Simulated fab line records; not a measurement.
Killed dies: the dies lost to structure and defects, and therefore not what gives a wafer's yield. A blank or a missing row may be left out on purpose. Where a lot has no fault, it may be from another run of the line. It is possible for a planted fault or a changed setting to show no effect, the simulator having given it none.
Chamber matching :: flow nand harc :: cmp-01 running NHARC_A_DECK1_JOINT_CMP_02: 4 sister chambers
The step polishes SiOx. 8 wafers are shown with their chamber, then 10 later ones without.

EACH WAFER AND ITS CHAMBER
wafer: L079.3
chamber: 3
motor current A (A): 11.0

wafer: L082.2
chamber: 0
motor current A (A): 12.3

wafer: L082.3
chamber: 2
motor current A (A): 13.0

wafer: L082.4
chamber: 3
motor current A (A): 10.6

wafer: L082.5
chamber: 1
motor current A (A): 11.6

wafer: L082.6
chamber: 2
motor current A (A): 13.6

wafer: L086.1
chamber: 0
motor current A (A): 13.0

wafer: L086.2
chamber: 1
motor current A (A): 12.1

WAFERS MISSING THEIR CHAMBER
wafer: L086.5
motor current A (A): 14.0

wafer: L088.2
motor current A (A): 13.0

wafer: L088.4
motor current A (A): 10.4

wafer: L088.5
motor current A (A): 10.2

wafer: L092.2
motor current A (A): 10.9

wafer: L092.3
motor current A (A): 12.5

wafer: L092.4
motor current A (A): 13.3

wafer: L097.2
motor current A (A): 10.8

wafer: L097.3
motor current A (A): 12.3

wafer: L097.4
motor current A (A): 11.7

WHICH CHAMBER EACH ONE RAN IN
wafer: L086.5
from the rows above: can't be placed: 2 or 0
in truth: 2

wafer: L088.2
from the rows above: can't be placed: 2 or 0
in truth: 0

wafer: L088.4
from the rows above: 3
in truth: 3

wafer: L088.5
from the rows above: 3
in truth: 3

wafer: L092.2
from the rows above: 3
in truth: 3

wafer: L092.3
from the rows above: can't be placed: 0 or 1 or 2
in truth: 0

wafer: L092.4
from the rows above: can't be placed: 2 or 0
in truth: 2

wafer: L097.2
from the rows above: 3
in truth: 3

wafer: L097.3
from the rows above: can't be placed: 0 or 1 or 2
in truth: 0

wafer: L097.4
from the rows above: can't be placed: 1 or 3
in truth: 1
Placed correctly: 4 of 10. Not placeable from these rows: 6 (in 6, the candidates include the true chamber). Wrongly placed: 0.
How it was worked out, from the rows above alone: a wafer's distance from a chamber is the root of the sum, over the readings, of the square of ((its reading less the chamber's mean) divided by the reading's scatter). If the next closest chamber is less than 2 further off than the closest, the wafer can't be placed; otherwise it belongs to the closest. Each chamber's mean is taken over the wafers shown for it. The scatter: the root of (the sum of the squares of (reading less its chamber's mean) over the shown wafers, divided by (wafers less chambers)).
